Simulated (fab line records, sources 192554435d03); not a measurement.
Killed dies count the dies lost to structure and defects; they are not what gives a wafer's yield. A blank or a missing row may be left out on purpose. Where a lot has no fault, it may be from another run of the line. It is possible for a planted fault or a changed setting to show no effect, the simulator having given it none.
A single fault, viewed from 2 desks + flow n5Finfet + each desk has only its own numbers; what lay behind them comes last

THE TOOL OWNER'S DESK: lithoTrack-04
The tool's own readings at N5_SD_EPI_N_COAT_33 (time 60 s, resist thk 35 nm): means of the sampled wafers that have a number, for each lot that ran on this tool. Marked OUT: a lot whose mean sits more than 4 standard deviations from the usual mean, which makes it out of limits; the brackets give that distance.
Columns: A = spinSpeedRpm at N5_SD_EPI_N_COAT_33, usual 1499.9 rpm
| lot  | first seen here | A                        |
|------|-----------------|--------------------------|
| L279 | day 4 07:55     | 1499.4                   |
| L286 | day 6 04:53     | 1500.3                   |
| L289 | day 6 19:29     | 1249.3 (-99 or more) OUT |
| L291 | day 7 07:58     | 1248.9 (-99 or more) OUT |
This desk's finding: out of limits on L289, L291; first on L289, day 6 19:29 (spinSpeedRpm at N5_SD_EPI_N_COAT_33). In limits: L279, L286.

THE METROLOGY DESK
What the gauges read for every lot (on any tool): the sampled wafers with a number, averaged. Marked OUT: a lot whose mean sits more than 4 standard deviations from the usual mean, which makes it out of limits; the brackets give that distance. Readings shown: 7 of its 10, picked as those furthest out on some lot.
Columns: A = DIBL_P at N5_BEOL_M4_RC_MEAS_101, usual 36.3 mV/V; B = IOFF_N at N5_BEOL_M4_RC_MEAS_101, usual 0.16 nA/um; C = IOFF_P at N5_BEOL_M4_RC_MEAS_101, usual 0.21 nA/um; D = SS_N at N5_BEOL_M4_RC_MEAS_101, usual 71.5 mV/dec; E = SS_P at N5_BEOL_M4_RC_MEAS_101, usual 73.3 mV/dec; F = VT_N at N5_BEOL_M4_RC_MEAS_101, usual 250 mV; G = VT_P at N5_BEOL_M4_RC_MEAS_101, usual -251 mV
| lot  | first seen here | A    | B    | C    | D    | E    | F   | G    |
|------|-----------------|------|------|------|------|------|-----|------|
| L277 | day 8 19:18     | 34.3 | 0.13 | 0.18 | 71.2 | 72.7 | 254 | -254 |
| L278 | day 9 01:31     | 39.9 | 0.25 | 0.25 | 72.6 | 73.2 | 242 | -248 |
| L279 | day 9 13:10     | 37.1 | 0.18 | 0.23 | 71.9 | 73.3 | 249 | -250 |
| L286 | day 11 02:34    | 38.2 | 0.19 | 0.24 | 71.8 | 73.1 | 246 | -248 |
| L290 | day 11 15:26    | 34.7 | 0.13 | 0.16 | 70.9 | 72.4 | 253 | -256 |
| L289 | day 12 02:27    | 38.4 | 0.20 | 0.23 | 71.8 | 74.2 | 246 | -252 |
| L291 | day 12 04:41    | 35.3 | 0.15 | 0.16 | 71.4 | 73.1 | 250 | -259 |
| L292 | day 12 18:25    | 36.3 | 0.16 | 0.20 | 71.5 | 72.8 | 251 | -255 |
| L297 | day 13 08:58    | 37.3 | 0.17 | 0.20 | 71.6 | 73.7 | 250 | -253 |
This desk's verdict: no lot among the 9 shows anything out of limits.

PUT TOGETHER
The tool owner's desk had the chance to raise an alarm at day 6 19:29 on L289, L291.
From the metrology desk's view, nothing was out of limits.
The metrology desk holds a record of L289, L291, inside its limits.
On lithoTrack-04, each named lot ran N5_SD_EPI_N_COAT_33.

WHAT WAS PUT IN BY THE SIMULATOR
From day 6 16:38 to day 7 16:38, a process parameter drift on lithoTrack-04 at N5_SD_EPI_N_COAT_33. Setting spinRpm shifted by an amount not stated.
Struck lots among those shown: L289, L291.
How many hours passed from the start of the fault until each desk's first out-of-limits reading: the tool owner's desk, 3.
